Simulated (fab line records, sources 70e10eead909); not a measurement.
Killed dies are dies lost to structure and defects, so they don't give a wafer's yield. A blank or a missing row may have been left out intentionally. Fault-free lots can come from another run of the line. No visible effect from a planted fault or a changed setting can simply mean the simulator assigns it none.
fab line records	flow nand_harc
[record] lots = 6	wafers = 18	last_day = 24
route steps=1159 shown A_CONTACT@948 A_BLC@964 END@1159
lots with no fault: from the same line, run without faults
start_h: start of the lot's first displayed wafer, in hours after the record's first day	wait_h: hours from the lot's prior step to this one	" unchanged from the row above	L1.1+2: several wafers, shown together as one row	- no value, or no start given	* or withheld: withheld	< > ~ a bound
route shown NAME@n: NAME is a module with steps in the file, n the number in the route of the first one	usual: mean and standard deviation over wafers with no fault	same: alike in all rows	chamber/n: place in a boat	sites: each site's reading	_std_site: their standard deviation	_edge_site: inner sites' mean taken away from outer sites' mean	radius_mm: how far each site lies from the wafer's centre	mask NAME#n: copy n	behind: the last tool/chamber to shape the wafer	hold: what put the lot on hold/how long, in hours/how the hold closed	device: the transistor (n, p or np) that didn't switch	end of line: tests of these same wafers at the route's end	a step with no rows: only its recipe	killed: not the wafer's yield, but the dies lost to structure and defects at the first sort	map: dies across one wafer; x = killed, . = not, _ = none there
set.NAME: the run value of the setting; set.NAME@STEP: its run value at that earlier step	model.NAME: the simulator's own value behind a step, which no gauge read
lots at some steps of the route; a table a step, a row a wafer
services: from which hour (start_h, from the record's first day; less than 0 if before it) a tool's chamber was out of use, for how many hours, and why
[[steps]]
[step NHARC_A_CONTACT_ETCH_139]
[recipe] source_w = withheld	pressure_mtorr = 20	bias_v = 400	time_s = 137	target_depth_a = 5900	ar_flow_sccm = withheld	c4f8_flow_sccm = 11.5	o2_flow_sccm = 7.2	chemistry = C4F8/O2/Ar
lot.wafer	tool	chamber	start_h	wait_h	rf_hours_counter_h
L265.1	har_cap_etch-01	1	419.96	0.1	61
L265.5	"	0	"	"	-
L265.6	"	1	"	"	-
L270.1	har_cap_etch-02	1	445.19	0.1	21
L270.2	"	0	"	"	21
L270.5	"	0	"	"	-
L271.3	har_cap_etch-03	0	467.53	0.2	-
L271.6	"	0	"	"	-
L271.5	"	1	"	"	-
L269.2	har_cap_etch-01	0	468.43	0.1	70
L269.4	"	0	"	"	-
L269.5	"	0	"	"	-
L280.3	har_cap_etch-02	1	509.16	0.2	-
L280.6	"	0	"	"	-
L280.5	"	1	"	"	-
L283.1	har_cap_etch-01	0	520.85	0.1	81
L283.3	"	1	"	"	-
L283.6	"	1	"	"	-
[step NHARC_A_CONTACT_ETCH_92]
[recipe] target_depth_a = 400	over_etch_frac = 0.5	time_s = 85.7	ion_energy_ev = 120	ch3f_flow_sccm = 50	o2_flow_sccm = 30	ar_flow_sccm = 200	rf_w = 500	bias_w = 100	chemistry = CH3F/O2
[usual] drypump_motor_current_A = 5.9/0.41	oes_product_au = 0.94/0.033	rf_vpp_V = 244.8/1.5	showerhead_plenum_p_Torr = 2.49/0.094	throttle_valve_pct = 20.663/0.0091
lot.wafer	tool	chamber	start_h	wait_h	drypump_motor_current_A	oes_product_au	rf_hours_counter_h	rf_vpp_V	showerhead_plenum_p_Torr	throttle_valve_pct
L265.1	rie_diel-07	2	420.32	0.3	5.5	1.00	1	243.3	2.31	20.667
L265.5	"	2	"	"	5.5	1.01	-	243.1	2.31	20.658
L265.6	"	3	"	"	6.0	0.99	-	244.2	2.47	20.666
L270.2	rie_diel-09	2	445.59	0.3	5.8	0.98	0	246.0	2.61	20.669
L270.1	"	3	"	"	5.1	1.01	0	246.7	2.56	20.653
L270.5	"	2	"	"	5.8	0.98	-	247.2	2.61	20.665
L271.3	rie_diel-09	2	467.93	0.3	5.7	0.92	10	244.8	2.61	20.672
L271.5	"	1	"	"	5.8	0.89	-	243.5	2.46	20.649
L271.6	"	2	"	"	5.7	0.92	-	246.3	2.61	20.658
L269.4	rie_diel-07	0	468.84	0.3	6.3	0.91	10	245.0	2.55	20.664
L269.2	"	1	"	"	6.2	0.94	10	243.0	2.40	20.678
L269.5	"	0	"	"	6.3	0.90	-	243.7	2.55	20.660
L280.3	rie_diel-07	0	509.50	0.3	6.3	0.92	15	245.4	2.55	20.654
L280.5	"	3	"	"	6.0	0.92	-	244.4	2.46	20.673
L280.6	"	0	"	"	6.3	0.90	-	244.1	2.55	20.670
L283.1	rie_diel-07	3	521.27	0.4	6.0	0.93	22	245.0	2.46	20.677
L283.3	"	0	"	"	6.4	0.93	18	244.8	2.55	20.647
L283.6	"	0	"	"	6.3	0.93	-	244.9	2.55	20.664
[step NHARC_A_CONTACT_ETCH_98]
[recipe] target_depth_a = 200	over_etch_frac = 0.5	time_s = 10	ion_energy_ev = 250	c4f6_flow_sccm = 25	o2_flow_sccm = 20	ar_flow_sccm = 500	rf_w = 600	bias_w = 500	chemistry = C4F6/O2
[usual] drypump_motor_current_A = 5.9/0.41	oes_product_au = 0.963/0.026	rf_vpp_V = 548/3.2	showerhead_plenum_p_Torr = 3.96/0.15	throttle_valve_pct = 26.902/0.0094
lot.wafer	tool	chamber	start_h	wait_h	drypump_motor_current_A	oes_product_au	rf_hours_counter_h	rf_vpp_V	showerhead_plenum_p_Torr	throttle_valve_pct
L265.1	rie_diel-07	0	-	-	6.4	0.989	1	549	4.07	26.902
L265.6	"	3	"	"	6.0	1.007	-	548	3.94	26.906
L265.5	"	0	"	"	6.3	0.998	-	549	4.07	26.920
L270.2	rie_diel-09	2	-	-	5.8	0.973	0	553	4.15	26.912
L270.1	"	1	"	"	5.8	0.964	0	546	3.93	26.914
L270.5	"	3	"	"	5.1	1.019	-	550	4.08	26.913
L271.3	rie_diel-09	0	-	-	6.0	0.965	8	547	3.98	26.897
L271.6	"	2	"	"	5.8	0.960	-	551	4.14	26.883
L271.5	"	3	"	"	5.1	0.980	-	550	4.08	26.907
L269.2	rie_diel-07	0	-	-	6.3	0.944	10	549	4.06	26.905
L269.4	"	1	"	"	6.2	0.970	10	546	3.84	26.894
L269.5	"	0	"	"	6.3	0.939	-	550	4.06	26.896
L280.3	rie_diel-07	3	-	-	6.0	0.943	19	547	3.93	26.932
L280.6	"	1	"	"	6.2	0.951	-	545	3.83	26.920
L280.5	"	2	"	"	5.5	0.964	-	541	3.70	26.900
L283.1	rie_diel-07	3	521.41	0.1	6.1	0.950	22	548	3.93	26.894
L283.3	"	1	"	"	6.2	0.958	20	545	3.83	26.906
L283.6	"	0	"	"	6.4	0.939	-	550	4.06	26.894
[step NHARC_A_CONTACT_CD_MEAS_15]
[usual] cd_nm = 89.9/0.61
lot.wafer	tool	chamber	start_h	wait_h	cd_nm
L265.1	cd_sem-02	-	420.54	-	88.6
L265.5	"	-	"	"	88.3
L265.6	"	-	"	"	88.3
L270.1	cd_sem-01	-	445.81	-	89.0
L270.2	"	-	"	"	90.7
L270.5	"	-	"	"	90.5
L271.3	cd_sem-01	-	468.24	-	89.4
L271.5	"	-	"	"	90.0
L271.6	"	-	"	"	90.3
L269.2	cd_sem-03	-	469.06	-	89.1
L269.4	"	-	"	"	89.8
L269.5	"	-	"	"	89.0
L280.3	cd_sem-01	-	509.71	-	90.1
L280.5	"	-	"	"	90.6
L280.6	"	-	"	"	90.5
L283.1	cd_sem-01	-	521.50	-	90.1
L283.3	"	-	"	"	90.9
L283.6	"	-	"	"	90.3
[step NHARC_A_CONTACT_STRIP_107]
[recipe] n2_flow_sccm = 150	h2_flow_sccm = 150	ar_flow_sccm = 0	bias_w = 0	chemistry = N2/H2
[step NHARC_A_CONTACT_STRIP_108]
[recipe] cf4_flow_sccm = 100	chf3_flow_sccm = 30	ar_flow_sccm = 0	bias_w = 0	chemistry = CF4/CHF3
[step NHARC_A_CONTACT_STRIP_109]
[recipe] o2_flow_sccm = 400	cos_flow_sccm = 20	ar_flow_sccm = 0	bias_w = 0	chemistry = O2/COS
[step NHARC_A_CONTACT_ETCH_110]
[recipe] target_depth_a = 500	overetch_a = 50	time_s = 27.5	ion_energy_ev = 100	cf4_flow_sccm = 80	o2_flow_sccm = 20	ar_flow_sccm = 0	rf_w = 300	bias_w = 100	chemistry = CF4/O2
[usual] drypump_motor_current_A = 5.9/0.43	oes_ar_750_au = 1.000/0.0045	oes_o_777_au = 1.000/0.0044	oes_product_au = 1.000/0.014	rf_vpp_V = 198.1/1.3	showerhead_plenum_p_Torr = 1.35/0.053	throttle_valve_pct = 13.397/0.0086
lot.wafer	tool	chamber	start_h	wait_h	drypump_motor_current_A	oes_ar_750_au	oes_o_777_au	oes_product_au	rf_hours_counter_h	rf_vpp_V	showerhead_plenum_p_Torr	throttle_valve_pct
L265.1	rie_diel-10	2	420.84	0.1	6.6	0.998	0.998	0.998	19	198.5	1.43	13.398
L265.5	"	3	"	"	5.0	1.005	1.000	0.992	-	199.6	1.43	13.409
L265.6	"	0	"	"	6.1	0.992	1.010	1.004	-	197.6	1.31	13.387
L270.2	rie_diel-09	1	446.10	0.1	5.7	0.995	1.000	0.965	0	198.7	1.34	13.398
L270.1	"	3	"	"	5.1	0.994	1.006	1.016	0	199.5	1.39	13.401
L270.5	"	0	"	"	5.9	0.994	0.996	0.988	-	198.2	1.36	13.398
L271.3	rie_diel-09	3	468.53	0.1	5.1	0.996	0.999	1.024	9	199.3	1.39	13.404
L271.6	"	2	"	"	5.8	0.996	0.999	0.991	-	200.6	1.42	13.389
L271.5	"	3	"	"	5.1	1.002	0.999	1.020	-	198.9	1.39	13.384
L269.2	rie_diel-07	2	469.40	0.1	5.5	0.999	0.997	1.032	10	196.5	1.25	13.391
L269.4	"	1	"	"	6.2	1.005	1.008	1.014	10	196.5	1.30	13.396
L269.5	"	2	"	"	5.5	1.002	1.001	1.026	-	196.6	1.25	13.402
L280.3	rie_diel-07	2	510.12	0.1	5.5	0.996	0.998	1.028	18	195.8	1.25	13.385
L280.6	"	3	"	"	6.0	0.993	1.001	1.005	-	198.4	1.34	13.397
L280.5	"	0	"	"	6.3	1.000	1.001	0.991	-	197.6	1.38	13.383
L283.3	rie_diel-07	3	521.91	0.1	6.0	0.992	1.001	1.002	22	197.9	1.34	13.388
L283.1	"	1	"	"	6.2	0.999	1.002	1.011	20	196.9	1.30	13.412
L283.6	"	1	"	"	6.2	0.997	0.998	1.005	-	197.3	1.30	13.397
[step NHARC_A_CONTACT_STRIP_26]
[recipe] o2_flow_sccm = 500	ar_flow_sccm = 0	bias_w = 0	chemistry = O2
[step NHARC_A_CONTACT_STRIP_27]
[recipe] time_s = 600	temp_c = 30	chemistry = post_etch_residue_remover
[step NHARC_A_CONTACT_ALD_18]
[recipe] target_thk_a = 30	pulse_time_s = 1	ald_cycles = 150	temp_c = 450	material = TiN
[step NHARC_A_CONTACT_CVD_19]
[recipe] target_thk_a = 3000	temp_c = 300	pressure_torr = 40	wf6_flow_sccm = 40	h2_flow_sccm = 1600	ar_flow_sccm = 1560	time_s = 802	material = W
[usual] heater_power_outer_w = 289/24	heater_power_w = 500/34	throttle_valve_pct = 7.86/0.21
lot.wafer	tool	chamber	start_h	wait_h	heater_power_outer_w	heater_power_w	throttle_valve_pct
L265.1	cvd_w-01	1	-	-	252	426	7.72
L265.5	"	1	"	"	250	447	7.84
L265.6	"	0	"	"	319	566	7.57
L270.2	cvd_w-02	0	-	-	307	498	7.76
L270.1	"	1	"	"	272	486	8.15
L270.5	"	0	"	"	298	512	7.70
L271.3	cvd_w-02	0	-	-	300	509	8.12
L271.6	"	0	"	"	294	517	7.65
L271.5	"	1	"	"	263	487	8.18
L269.2	cvd_w-02	1	-	-	269	489	8.03
L269.4	"	0	"	"	304	502	8.15
L269.5	"	1	"	"	267	467	7.82
L280.3	cvd_w-02	0	-	-	303	511	8.28
L280.5	"	0	"	"	296	501	8.11
L280.6	"	1	"	"	267	482	7.71
L283.1	cvd_w-01	1	-	-	272	472	7.56
L283.3	"	1	"	"	273	480	7.81
L283.6	"	1	"	"	271	474	7.56
[step NHARC_A_CONTACT_CMP_20]
[recipe] t_overpolish_s = 30	target_thk_nm = 300
[usual] motor_current_A = 11.9/1.3	overpolish_run_s = 30.000/0.0088	time_to_endpoint_s = 58/3.7
lot.wafer	tool	chamber	start_h	wait_h	motor_current_A	overpolish_run_s	time_to_endpoint_s
L265.1	cmp-03	0	425.46	0.8	11.3	29.993	57
L265.6	"	3	"	"	11.3	30.004	53
L265.5	"	0	"	"	10.8	29.984	58
L270.2	cmp-01	1	449.13	0.8	9.8	29.989	66
L270.1	"	3	"	"	13.3	30.021	62
L270.5	"	2	"	"	10.5	30.006	58
L271.3	cmp-01	3	470.34	0.6	13.9	29.989	56
L271.6	"	1	"	"	9.8	29.998	61
L271.5	"	2	"	"	10.3	30.003	56
L269.2	cmp-01	3	471.15	0.8	13.3	29.994	63
L269.4	"	1	"	"	9.8	29.984	66
L269.5	"	0	"	"	12.0	30.002	60
L280.3	cmp-04	0	512.33	0.5	12.8	30.003	53
L280.5	"	3	"	"	13.9	29.987	55
L280.6	"	0	"	"	12.2	29.997	53
L283.3	cmp-04	3	523.98	0.4	14.4	30.001	54
L283.1	"	1	"	"	14.1	29.996	57
L283.6	"	3	"	"	13.2	30.013	56
[step NHARC_A_CONTACT_SRD_22]
[step NHARC_A_CONTACT_INSPECT_23]
[usual] raw_defect_count = 453/130
lot.wafer	tool	chamber	start_h	wait_h	raw_defect_count
L265.1	defect_inspect-01	-	425.84	0.1	414
L265.5	"	-	"	"	556
L265.6	"	-	"	"	409
L270.1	defect_inspect-01	-	449.53	0.1	343
L270.2	"	-	"	"	638
L270.5	"	-	"	"	677
L271.3	defect_inspect-02	-	470.71	0.1	843
L271.5	"	-	"	"	1001
L271.6	"	-	"	"	672
L269.2	defect_inspect-02	-	471.56	0.1	883
L269.4	"	-	"	"	603
L269.5	"	-	"	"	823
L280.3	defect_inspect-02	-	512.72	0.1	470
L280.5	"	-	"	"	393
L280.6	"	-	"	"	468
L283.1	defect_inspect-02	-	524.38	0.1	259
L283.3	"	-	"	"	229
L283.6	"	-	"	"	365
[step NHARC_A_BLC_DEHYDRATE_00]
[recipe] temp_c = 150	time_s = 120
[step NHARC_A_BLC_HMDS_01]
[recipe] time_s = 30
[step NHARC_A_BLC_COAT_02]
[recipe] temp_c = 260	time_s = 75
[step NHARC_A_BLC_COAT_03]
[recipe] temp_c = 225	time_s = 65
[step NHARC_A_BLC_COAT_04]
[recipe] spin_rpm = 1500	resist_thk_nm = 90
[step NHARC_A_BLC_SOFTBAKE_05]
[recipe] temp_c = 105	time_s = 55
[step NHARC_A_BLC_EBR_06]
[step NHARC_A_BLC_EXPOSE_07]
[recipe] na = 1.35	target_cd_nm = 100	dose_mj = 67.97	mask_id = A_BLC
[step NHARC_A_BLC_PEB_08]
[recipe] peb_temp_c = 100	peb_time_s = 65
[step NHARC_A_BLC_DEVELOP_09]
[recipe] develop_time_s = 35	dev_temp_c = 23
[step NHARC_A_BLC_CD_MEAS_10]
[recipe] target_cd_nm = 100	landing_energy_ev = 500
[usual] cd_nm = 99.8/0.94
[same] landing_energy_ev = 500
lot.wafer	tool	chamber	start_h	wait_h	cd_nm
L265.1	cd_sem-01	0	426.35	-	99.8
L265.5	"	0	"	"	98.6
L265.6	"	0	"	"	100.1
L270.1	cd_sem-02	0	450.19	-	98.0
L270.2	"	0	"	"	99.5
L270.5	"	0	"	"	99.9
L271.3	cd_sem-02	0	471.22	-	98.3
L271.5	"	0	"	"	98.6
L271.6	"	0	"	"	99.6
L269.2	cd_sem-02	0	471.94	-	99.8
L269.4	"	0	"	"	100.0
L269.5	"	0	"	"	99.2
L280.3	cd_sem-02	0	513.35	-	102.4
L280.5	"	0	"	"	101.3
L280.6	"	0	"	"	102.7
L283.1	cd_sem-01	0	524.88	-	100.5
L283.3	"	0	"	"	100.2
L283.6	"	0	"	"	100.0
[step NHARC_A_BLC_OVL_MEAS_11]
[usual] overlay_x_nm = 0.2/0.98	overlay_y_nm = 0.0/0.84
lot.wafer	tool	chamber	start_h	wait_h	overlay_x_nm	overlay_y_nm
L265.1	overlay-01	-	426.44	-	-0.1	0.5
L265.5	"	-	"	"	-0.2	-0.6
L265.6	"	-	"	"	-0.2	0.3
L270.1	overlay-02	-	450.29	-	-1.0	0.9
L270.2	"	-	"	"	-0.8	0.0
L270.5	"	-	"	"	-1.0	0.3
L271.3	overlay-01	-	471.30	-	-0.9	1.5
L271.5	"	-	"	"	-1.1	1.4
L271.6	"	-	"	"	-1.5	1.1
L269.2	overlay-02	-	472.02	-	-1.5	1.2
L269.4	"	-	"	"	-1.8	1.0
L269.5	"	-	"	"	-1.9	0.5
L280.3	overlay-01	-	513.43	-	0.1	-1.2
L280.5	"	-	"	"	0.4	-1.1
L280.6	"	-	"	"	-0.3	-1.0
L283.1	overlay-02	-	524.97	-	1.4	-1.8
L283.3	"	-	"	"	1.7	-0.8
L283.6	"	-	"	"	1.1	-1.5
[step NHARC_A_BLC_INSPECT_12]
[usual] raw_defect_count = 34/15
lot.wafer	tool	chamber	start_h	wait_h	raw_defect_count
L265.1	defect_inspect-01	-	426.47	0.0	33
L265.5	"	-	"	"	29
L265.6	"	-	"	"	38
L270.1	defect_inspect-02	-	450.35	0.1	24
L270.2	"	-	"	"	28
L270.5	"	-	"	"	33
L271.3	defect_inspect-01	-	471.34	0.0	303
L271.5	"	-	"	"	282
L271.6	"	-	"	"	274
L269.2	defect_inspect-01	-	472.06	0.0	315
L269.4	"	-	"	"	325
L269.5	"	-	"	"	318
L280.3	defect_inspect-01	-	513.47	0.0	23
L280.5	"	-	"	"	17
L280.6	"	-	"	"	26
L283.1	defect_inspect-01	-	525.01	0.0	22
L283.3	"	-	"	"	16
L283.6	"	-	"	"	16
[step NHARC_A_BLC_DESCUM_15]
[recipe] time_s = 3	o2_flow_sccm = 200	ar_flow_sccm = 0	bias_power_w = 0	chemistry = O2
[step NHARC_END_SORT_01]
[recipe] temp_c = 25
[usual] killed_at_array = 30/10	killed_at_other = 0.5/0.82	killed_at_periphery = 2.9/2	killed_dies = 34/11	killed_open = 3.2/1.8	killed_short = 2.0/1.4
[same] gross_dies = 677
lot.wafer	tool	chamber	start_h	wait_h	killed_at_array	killed_at_other	killed_at_periphery	killed_dies	killed_open	killed_short
L269.2	prober-02	0	516.81	2.8	247	0	4	251	2	1
L269.4	prober-02	0	518.39	3.4	235	0	3	238	1	1
L269.5	prober-02	0	519.18	3.7	244	0	2	246	3	1
L271.3	prober-01	0	517.51	3.0	227	0	6	233	3	5
L271.5	prober-01	0	519.05	3.6	222	0	1	223	4	1
L271.6	prober-01	0	519.83	3.9	222	0	4	226	3	4
// killed by level:class
L269.2 A_CONTACT:unspecified=215 A_CHANNEL_HOLE_D1:chamber_film_flake=14 A_SLIT:chamber_film_flake=11 A_STAIRCASE:chamber_film_flake=4 P_STI:chamber_film_flake=2 P_CONTACT:geometric_particle:short=1 A_CHANNEL_HOLE_D1:geometric_particle:open=1 A_CONTACT:geometric_particle:open=1
L271.3 A_CONTACT:unspecified=201 A_CHANNEL_HOLE_D1:chamber_film_flake=12 A_CONTACT:chamber_film_flake=6 A_WL_FILL:geometric_particle:short=3 P_M1:chamber_film_flake=3 P_GATE:geometric_particle:short=1 P_CONTACT:geometric_particle:open=1 A_SOURCE_PLATE:geometric_particle:open=1
L269.4 A_CONTACT:unspecified=209 A_CHANNEL_HOLE_D1:chamber_film_flake=10 A_SLIT:chamber_film_flake=10 P_STI:chamber_film_flake=3 A_STAIRCASE:chamber_film_flake=2 A_CONTACT:chamber_film_flake=2 A_ONON_D1:geometric_particle:open=1 A_CHANNEL_FILL_D1:geometric_particle:short=1
L271.5 A_CONTACT:unspecified=203 A_CHANNEL_HOLE_D1:chamber_film_flake=12 A_CONTACT:chamber_film_flake=2 A_CHANNEL_FILL_D1:geometric_particle:open=1 A_CONTACT:geometric_particle:short=1 A_CONTACT:geometric_particle:open=1 A_BLC:geometric_particle:open=1 A_BONDPAD:geometric_particle:open=1
L269.5 A_CONTACT:unspecified=217 A_CHANNEL_HOLE_D1:chamber_film_flake=10 A_SLIT:chamber_film_flake=7 A_STAIRCASE:chamber_film_flake=5 A_CONTACT:chamber_film_flake=2 P_CONTACT:geometric_particle:open=1 P_M1:geometric_particle:short=1 A_ONON_D1:geometric_particle:open=1
L271.6 A_CONTACT:unspecified=199 A_CHANNEL_HOLE_D1:chamber_film_flake=11 A_STAIRCASE:chamber_film_flake=2 A_CONTACT:chamber_film_flake=2 P_CONTACT:geometric_particle:open=1 A_SOURCE_PLATE:geometric_particle:short=1 A_ONON_D1:geometric_particle:short=1 A_WL_FILL:geometric_particle:short=1
// map L269.2 (x killed, . not)
____________x____________
_________......x_________
_______x......xx.x_______
______.....xx.x....______
_____.x......x...xx._____
____xx.....x....xxx.x____
____.xx....x...x.....____
___...x..x..x.x....x..___
___x..x..x.xx...x.x.xx___
__.xx..xxxx..x.x..x.xx.__
__...xx.xx..x..........__
_x..xx........x.x.xxx..x_
_x.xxx.......x.x..x.x.xx_
_..x...x.xx...xx..x...xx_
_.x............x..x..xxx_
_.x.x..x...x.........xxx_
x.....x.......x.xxx.x.xx.
x.xxxxx....xx...x...x....
.x....xxx...x.x.xx...xx..
x.x...x......x....x.x....
xxxxx.x..........x..x.xx.
_xx..xx...xx..........x._
_....xx..x...x..x....xxx_
_x.xx.x..x...xxxxxxx..x._
_..xx...x.x..xx.x.....x._
_x...x....x.xx.xx.xx...._
__.xx.x.xx..x..x..xxx..__
__...x.x..x..x.........__
___.x......xx..xx..xx.___
___xx.x.xx.xxx....x...___
____x.x.x.xx..xx.xx.x____
____..xx..xxx.x....xx____
_____.x..x..x......x_____
______.x.x.x..x....______
_______xx.x......x_______
_________xxx.xx._________
____________x____________
// map L271.3 (x killed, . not)
____________.____________
_________x..x..._________
_______x.....x...._______
______.....x.x...xx______
_____x.xx.xx.......x_____
____...xx..xx......x.____
____xx...x......xxx..____
___xx.xxx...xx..x.xx.x___
___xxx..xx...xx.x....x___
__.......x.x...x...x...__
__.x....xx......xxx.x..__
_.xx.....x..x.......x.x._
_.x...xxxx..xx.x..x..xxx_
_......x.xxx....xx..xxxx_
_x.x..x...x....x...xxxxx_
_x...x..............x.x._
x..xx.xx..x...x.....x..x.
.....xx.xxxxx.x.x.x.xx.xx
xxx.....x...x.x.......x..
x.x..x..xx..x.x...x......
x.x...x.x.x..x.x....x....
_.xx..x.xx.....x..xx...._
_.xx..xx..x...xx.......x_
_..........xx.x......x.._
_xx.....xx..xx.x.x......_
_.xx.x.x....x..x.x..xx.._
__x.x.....xx......x....__
__.x.x.x..xxxx..x.....x__
___x...x..x.x...xx..x.___
___.....xx..xx.x..xx..___
____..xx..xx........x____
____xx.....xx..xx....____
_____..x..x........x_____
______x.x..x.......______
_______x..xx....xx_______
_________x.....x_________
____________.____________
[[services]]
tool	chamber	start_h	hours	kind
cmp-04	-	399.39	4.0	pm
rie_diel-07	0	399.53	2.7	repair
rie_diel-07	-	405.22	9.0	pm
rie_diel-07	0	405.22	9.0	vent_cycle
rie_diel-07	1	405.22	9.0	vent_cycle
rie_diel-07	2	405.22	9.0	vent_cycle
rie_diel-07	3	405.22	9.0	vent_cycle
rie_diel-07	0	414.22	-	clean
rie_diel-07	1	414.22	-	clean
rie_diel-07	2	414.22	-	clean
cmp-01	-	425.09	2.2	repair
rie_diel-09	-	431.35	9.0	pm
rie_diel-07	1	431.74	1.5	repair
cmp-03	-	438.76	0.9	repair
cmp-03	-	450.00	4.0	pm
cmp-01	-	454.98	1.2	repair
rie_diel-10	3	460.06	4.1	repair
cmp-01	-	473.55	4.0	pm
rie_diel-10	3	479.12	10.5	repair
cvd_w-01	-	479.65	13.0	pm
rie_diel-10	0	485.28	9.0	repair
cmp-04	-	497.39	4.0	pm
cmp-03	-	504.64	0.8	repair
cmp-03	-	505.97	3.2	repair
[[key]]
[first_sign] step = NHARC_A_CONTACT_INSPECT_23	reading = raw_defect_count	direction = up	sigmas = 2.7	usual = 453	struck = 804	wafers_moved = 5
[effect] step = NHARC_A_BLC_INSPECT_12	reading = raw_defect_count	direction = up	sigmas = 18	usual = 34	struck = 303
[effect] step = NHARC_END_SORT_01	reading = killed_at_array	direction = up	sigmas = 20	usual = 30	struck = 233
[more_kills_born_at] NHARC_A_CONTACT_CMP_20@cmp-01 = 1244
met_at NHARC_A_CONTACT_CMP_20
struck_wafers L269.2,L269.4,L269.5,L271.3,L271.5,L271.6
tester_left_out L269,L271
onset_between 449.13 470.34
[fault] kind = chamber_particle_source	tool = cmp-01	chamber = -	onset_h = 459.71	steps = NHARC_A_CONTACT_CMP_20	rate_per_visit_cm2 = 0.41176	end_h = 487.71
// tester_left_out: of these lots the tester's yield and bins aren't shown, on N5 and GAA mostly nor the transistor test; their killed dies are dies lost to structure and defects alone, not to doping, threshold or leakage, so they don't give the yield
